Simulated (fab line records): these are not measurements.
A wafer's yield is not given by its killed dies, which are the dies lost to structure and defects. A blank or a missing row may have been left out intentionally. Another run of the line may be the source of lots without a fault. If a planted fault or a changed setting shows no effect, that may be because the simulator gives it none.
8D (eight disciplines) problem report, filled in by code | flow n5_finfet | the parts of the form that need people (team, actions taken, sign-off) are left out

1. WHAT WENT WRONG
Wafers without a fault read 61.0 nm, standard deviation 1.3; thk_nm at N5_SD_EPI_P_EPI_MEAS_23 reads a mean of 53.9 nm on 3 wafers belonging to 2 lots. Relative to the usual mean, that is a shift of -5.5 standard deviations.
First seen on wafer L980.1, day 8 02:53, on film_metro-01. The record holds 40 wafers of 14 lots with a number at this step. The rule behind "out" and "out of limits": a value lying over 4 standard deviations away from the usual mean. All remaining wafers that have a number are taken as sound.

2. WHAT IT IS AND WHAT IT IS NOT
question                    | is                     | is not
which readings at this step | thk_nm                 | -
which lots                  | L980, L981             | L961, L962, L965, L966, L967, L968, L969, L970, L971, L973, L975, L984
which wafers of those lots  | L980.1, L980.4, L981.1 | L981.2
read on which gauges        | film_metro-01          | film_metro-02
when                        | from day 8 02:53       | up to then (33 sound wafers); but 4 sound wafers of L981, L984 came after

3. THE SUSPECTS, EACH WITH WHAT RULES IT OUT
Counting: if a tool at a process step up to the reading ran every lot that is out, it stays a suspect. Sound lots after the first of them don't rule it out here, since some wafers of a struck lot are sound.
- the gauge at N5_SD_EPI_P_EPI_MEAS_23 has been ruled out. All the wafers that are out were read on film_metro-01, but those of them that N5_SD_ACTIVATION_RS_MEAS_03 has rows for are out there too, on other tools.
- rie_diel-01 at N5_SD_EPI_P_ETCH_16 (etches SiO2 in CHF3/O2, target depth 5 nm): kept. It processed each lot that is out (first: L980, day 7 23:06); up to then, its last sound lot is L968 (day 5 00:46).
- epi_rpcvd-01 at N5_SD_EPI_P_PRECLEAN_51 (cleans in NF3:NH3, afs cycles 1, time 20 s, sublimation time 60 s): kept. It processed each lot that is out (first: L980, day 7 23:28); up to then, its last sound lot is L975 (day 6 19:29).
- Within rie_diel-01 at N5_SD_EPI_P_ETCH_16: the wafers that are out ran in chambers 0, 2; their sound lot-mates ran in chamber 3.
The count leaves epi_rpcvd-01 at N5_SD_EPI_P_PRECLEAN_51 and rie_diel-01 at N5_SD_EPI_P_ETCH_16.

4. THE CAUSE (what the simulator had put in)
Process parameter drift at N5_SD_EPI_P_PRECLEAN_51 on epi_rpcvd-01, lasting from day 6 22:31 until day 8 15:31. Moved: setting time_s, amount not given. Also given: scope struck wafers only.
After counting, 2 suspects remain, this tool included.

5. THE CHAIN OF EFFECTS, in route order
Each row: a reading whose mean over the struck wafers that have a number lies more than 3 standard deviations from the usual. Scope: only readings with a usual standard deviation given in the record; hours: median across lots of the time from each lot's start at the first step in this table that gives one to its start at this step; sigmas: change in usual standard deviations.
hours | step                        | reading     | usual          | on struck wafers | change    | sigmas
0     | N5_SD_EPI_P_EPI_MEAS_23     | thk_nm      | 61.0 nm        | 53.9             | -7.1      | -5.5
1     | N5_SD_ACTIVATION_RS_MEAS_03 | RS_SD_P     | 55.9 ohm/sq    | 63.1             | +7.2      | +8.1
216   | N5_BEOL_M4_RC_MEAS_101      | IOFF_P_LONG | 0.000106 nA/um | 0.000129         | +0.000023 | +3.4
216   | N5_BEOL_M4_RC_MEAS_101      | ION_P       | 462 uA/um      | 434              | -28       | -4.8
216   | N5_BEOL_M4_RC_MEAS_101      | REXT_P      | 100.3 ohm.um   | 132.6            | +32.3     | +15
216   | N5_BEOL_M4_RC_MEAS_101      | RS_SD_P     | 65.8 ohm/sq    | 75.0             | +9.2      | +9.4
216   | N5_BEOL_M4_RC_MEAS_101      | VT_P        | -249.8 mV      | -258.9           | -9.1      | -3.2
216   | N5_BEOL_M4_RC_MEAS_101      | VT_P_LVT    | -98.5 mV       | -107.9           | -9.4      | -4.7

6. WHAT WOULD HAVE CAUGHT IT SOONER
In this record the first reading out of limits at a measuring or inspecting step was taken at day 8 02:53, 28 hours after the fault began at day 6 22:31.
Among the 2 lots that are out, L981 began N5_SD_EPI_P_PRECLEAN_51 on epi_rpcvd-01 after day 8 02:53. Holding the tool at that time would have saved it.
